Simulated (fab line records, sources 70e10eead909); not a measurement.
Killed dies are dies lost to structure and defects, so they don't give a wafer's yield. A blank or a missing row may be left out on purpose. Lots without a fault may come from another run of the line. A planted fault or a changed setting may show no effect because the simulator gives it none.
A struck lot beside a sound one | flow nand_harc | 16 steps out of a route of 1302
Sound: wafers L995.4, L995.5, L995.6. Struck: wafers L104.1, L104.3, L104.4. The cause comes at the end.
At each step with rows: each side's tool, then ch and its chambers, then its first start. Under that, the readings that differ: sound wafers | struck wafers | difference of the means | sigmas: that difference in standard deviations of wafers without a fault.
alike: readings whose means differ by less than 2 such deviations, and words and numbers that are the same on both sides. not compared: withheld readings, readings that some wafer has no value for, bounds like >300 that may hide the same value, and numbers for which the record gives no deviation and whose values overlap.
The two part at a step that has a row with sigmas, a row that says differs or no value, or rows on one side only. Numbers that don't overlap but have no deviation are shown without sigmas and don't part them. A reading that every wafer of one side lacks parts them only if that side has two wafers or more.

NHARC_A_ONON_D2_THK_MEAS_11: measures by ellipsometry.
  sound on film_metro-01, day 13 21:38; struck on film_metro-01, day 16 23:46
  alike: thk_nm
then, 1 step without rows for these wafers: NHARC_A_ONON_D2_DEP_12 (target thk 1000 nm).
NHARC_A_ONON_D2_THK_MEAS_14: measures by ellipsometry.
  sound on film_metro-01, day 13 22:13; struck on film_metro-01, day 17 00:20
  alike: thk_nm
then, 2 steps without rows for these wafers: NHARC_A_ONON_D2_ANNEAL_15 (time 3600 s); NHARC_A_ONON_D2_DEP_16 (target thk 1000 nm).
NHARC_A_ONON_D2_THK_MEAS_18: measures by ellipsometry.
  sound on film_metro-02, day 14 05:52; struck on film_metro-02, day 17 08:32
  reading     | sound          | struck      | difference | sigmas
  thk_nm (nm) | 1021 1022 1019 | 999 999 999 | -22        | -2
then, 1 step without rows for these wafers: NHARC_A_ONON_D2_DEP_19 (target thk 1000 nm).
NHARC_A_ONON_D2_THK_MEAS_21: measures by ellipsometry.
  sound on film_metro-01, day 14 06:26; struck on film_metro-01, day 17 09:07
  alike: thk_nm
then, 1 step without rows for these wafers: NHARC_A_ONON_D2_DEP_22 (target thk 1000 nm).
NHARC_A_ONON_D2_THK_MEAS_24: measures by ellipsometry.
  sound on film_metro-01, day 14 07:01; struck on film_metro-01, day 17 09:40
  alike: thk_nm
then, 1 step without rows for these wafers: NHARC_A_ONON_D2_DEP_25 (target thk 1000 nm).
NHARC_A_ONON_D2_THK_MEAS_27: measures by ellipsometry.
  sound on film_metro-02, day 14 07:34; struck on film_metro-01, day 17 10:14
  alike: thk_nm
NHARC_A_ONON_D2_DEP_28: target thk 1000 nm.
  sound on pecvd_onon-03 ch 0, day 14 07:48; struck on pecvd_onon-03 ch 0, day 17 10:17
NHARC_A_ONON_D2_THK_MEAS_30: measures by ellipsometry.
  sound on film_metro-01, day 14 08:08; struck on film_metro-02, day 17 10:48
  reading     | sound          | struck      | difference | sigmas
  thk_nm (nm) | 1004 1005 1004 | 316 317 318 | -687       | -69
NHARC_A_ONON_D2_DEP_33: deposits SiO2, target thk 200 nm.
  sound on pecvd-02 ch 0,1,2, day 14 08:24; struck on pecvd-04 ch 0,1, day 17 10:51
  alike: flow_sccm, heater_power_outer_w, heater_power_w, throttle_valve_pct
-- the record jumps here: 11 days lie between the struck wafers' starts before and after (it left off in module A_ONON_D2 and takes up again in module END, whose first step shown is number 1302 of the route) --
NHARC_END_SORT_01:
  sound on prober-02 ch 0, day 26 12:43; struck on prober-01 ch 0, day 28 20:34
  reading         | sound    | struck      | difference | sigmas
  killed_at_array | 55 48 59 | 673 671 673 | +618       | +39
  killed_dies     | 59 52 64 | 677 677 677 | +619       | +39
  alike: killed_at_other, killed_at_periphery, killed_open, killed_short

WHERE THEY PART
First at NHARC_A_ONON_D2_THK_MEAS_18; last, within this record, at NHARC_END_SORT_01.

WHY: what the simulator had put in
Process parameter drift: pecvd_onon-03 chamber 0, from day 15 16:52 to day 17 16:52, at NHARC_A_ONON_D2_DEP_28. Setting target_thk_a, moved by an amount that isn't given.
